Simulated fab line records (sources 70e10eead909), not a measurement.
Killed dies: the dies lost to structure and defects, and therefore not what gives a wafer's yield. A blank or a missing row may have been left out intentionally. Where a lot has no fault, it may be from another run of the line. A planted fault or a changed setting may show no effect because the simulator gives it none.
Chamber matching | flow nand harc | rie diel-09 running NHARC_A_BONDPAD_ETCH_12: 4 sister chambers
The step etches the open film in CHF3/O2, target depth 220 nm, time 110 s. 16 wafers are shown with their chamber, then 7 later ones without.

## WAFERS PAIRED WITH THEIR CHAMBERS
wafer  | chamber | showerhead plenum p Torr (Torr) | drypump motor current A (A) | rf vpp V (V)
L556.1 | 0       | 2.26                            | 4.9                         | 367.9
L556.2 | 3       | 2.33                            | 5.1                         | 368.4
L556.6 | 1       | 2.41                            | 6.1                         | 370.2
L558.1 | 3       | 2.33                            | 5.1                         | 371.0
L558.4 | 0       | 2.26                            | 4.9                         | 366.7
L558.5 | 2       | 2.38                            | 5.0                         | 369.4
L563.1 | 3       | 2.33                            | 5.1                         | 369.6
L563.2 | 2       | 2.38                            | 5.0                         | 370.5
L569.1 | 0       | 2.26                            | 4.9                         | 365.6
L569.3 | 2       | 2.38                            | 5.0                         | 369.4
L569.5 | 1       | 2.41                            | 6.0                         | 369.9
L575.1 | 3       | 2.33                            | 5.1                         | 368.7
L575.2 | 0       | 2.26                            | 5.0                         | 367.8
L575.3 | 2       | 2.38                            | 5.0                         | 369.4
L574.1 | 3       | 2.33                            | 5.1                         | 369.6
L574.3 | 1       | 2.40                            | 6.0                         | 370.1

SIGNATURES (averages over the wafers above)
reading                  | chamber 0 | chamber 1 | chamber 2 | chamber 3 | scatter within a chamber
showerhead plenum p Torr | 2.2600    | 2.4067    | 2.3800    | 2.3300    | 0.00236
drypump motor current A  | 4.925     | 6.033     | 5.000     | 5.100     | 0.0344
rf vpp V                 | 367.000   | 370.067   | 369.675   | 369.460   | 0.845
Rule: a wafer lies at a distance from a chamber equal to the root of the sum of squares, over the readings, of (its reading less the chamber's mean, divided by the reading's scatter). If the next closest chamber is less than 2 further off than the closest, the wafer can't be placed; otherwise it belongs to the closest. The scatter: the root of (the sum of the squares of (reading less its chamber's mean) over the shown wafers, divided by (wafers less chambers)).

## WAFERS WHOSE CHAMBER IS MISSING
wafer  | showerhead plenum p Torr (Torr) | drypump motor current A (A) | rf vpp V (V)
L574.5 | 2.40                            | 6.1                         | 370.0
L577.3 | 2.33                            | 5.1                         | 367.7
L577.5 | 2.32                            | 5.1                         | 369.9
L577.6 | 2.25                            | 4.9                         | 368.2
L576.3 | 2.25                            | 4.9                         | 368.2
L576.4 | 2.32                            | 5.2                         | 369.9
L576.6 | 2.25                            | 4.9                         | 367.4

## THE CHAMBER EACH PASSED THROUGH
wafer  | from the rows above | in truth
L574.5 | 1                   | 1
L577.3 | 3                   | 3
L577.5 | 3                   | 3
L577.6 | 0                   | 0
L576.3 | 0                   | 0
L576.4 | 3                   | 3
L576.6 | 0                   | 0
Correctly placed: 7 of 7. From these rows, 0 cannot be placed. Placed wrongly: 0.
